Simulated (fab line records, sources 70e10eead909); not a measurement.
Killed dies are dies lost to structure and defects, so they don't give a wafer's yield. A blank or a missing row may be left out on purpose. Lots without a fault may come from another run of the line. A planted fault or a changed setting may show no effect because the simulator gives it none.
Chamber matching | flow nand_harc | NHARC_P_M2_ETCH_35 on rie_diel-07: 4 sister chambers
The step etches the open film in N2/H2, target depth 40 nm, overetch 12 nm, time 43.94 s. 20 wafers are shown with their chamber, then 10 later ones without.

WAFERS WITH THEIR CHAMBER
wafer  | chamber | showerhead_plenum_p_Torr (Torr) | drypump_motor_current_A (A) | rf_vpp_V (V)
L076.1 | 1       | 2.09                            | 5.3                         | 431.6
L076.2 | 0       | 2.11                            | 5.0                         | 433.2
L076.6 | 1       | 2.09                            | 5.3                         | 430.9
L074.1 | 3       | 2.19                            | 6.2                         | 434.7
L074.5 | 1       | 2.09                            | 5.3                         | 430.5
L074.6 | 0       | 2.11                            | 4.9                         | 432.0
L078.1 | 2       | 2.15                            | 5.2                         | 433.7
L078.3 | 1       | 2.09                            | 5.3                         | 431.1
L078.6 | 0       | 2.11                            | 5.0                         | 432.7
L079.4 | 0       | 2.11                            | 5.0                         | 432.7
L079.5 | 1       | 2.09                            | 5.3                         | 432.1
L079.6 | 0       | 2.11                            | 5.0                         | 431.0
L082.1 | 2       | 2.15                            | 5.2                         | 433.1
L082.2 | 1       | 2.09                            | 5.2                         | 430.9
L082.5 | 0       | 2.11                            | 4.9                         | 431.8
L084.2 | 0       | 2.11                            | 5.0                         | 433.8
L084.4 | 3       | 2.18                            | 6.3                         | 434.5
L084.5 | 2       | 2.15                            | 5.2                         | 433.1
L086.1 | 3       | 2.18                            | 6.3                         | 434.6
L086.3 | 2       | 2.15                            | 5.2                         | 432.7

SIGNATURES (means of the wafers above)
reading                  | chamber 0 | chamber 1 | chamber 2 | chamber 3 | scatter within a chamber
showerhead_plenum_p_Torr | 2.1100    | 2.0900    | 2.1500    | 2.1833    | 0.00204
drypump_motor_current_A  | 4.971     | 5.283     | 5.200     | 6.267     | 0.0428
rf_vpp_V                 | 432.457   | 431.183   | 433.150   | 434.600   | 0.681
Rule: a wafer's distance from a chamber is the root of the sum, over the readings, of the square of ((its reading less the chamber's mean) divided by the reading's scatter). The wafer belongs to the nearest chamber; if the next one is less than 2 further off, it can't be placed. The scatter: the root of (the sum of the squares of (reading less its chamber's mean) over the shown wafers, divided by (wafers less chambers)).

WAFERS WITHOUT THEIR CHAMBER
wafer  | showerhead_plenum_p_Torr (Torr) | drypump_motor_current_A (A) | rf_vpp_V (V)
L086.5 | 2.11                            | 4.9                         | 433.8
L085.1 | 2.09                            | 5.3                         | 431.4
L085.2 | 2.11                            | 5.0                         | 432.3
L085.6 | 2.09                            | 5.3                         | 431.4
L088.1 | 2.18                            | 6.3                         | 434.6
L088.2 | 2.09                            | 5.3                         | 432.4
L088.4 | 2.11                            | 5.0                         | 431.2
L089.2 | 2.11                            | 5.0                         | 432.2
L089.4 | 2.09                            | 5.3                         | 432.0
L089.5 | 2.09                            | 5.3                         | 430.8

WHICH CHAMBER EACH WENT THROUGH
wafer  | from the rows above | in truth
L086.5 | 0                   | 0
L085.1 | 1                   | 1
L085.2 | 0                   | 0
L085.6 | 1                   | 1
L088.1 | 3                   | 3
L088.2 | 1                   | 1
L088.4 | 0                   | 0
L089.2 | 0                   | 0
L089.4 | 1                   | 1
L089.5 | 1                   | 1
Placed correctly: 10 of 10. Can't be placed from these rows: 0. Placed wrongly: 0.
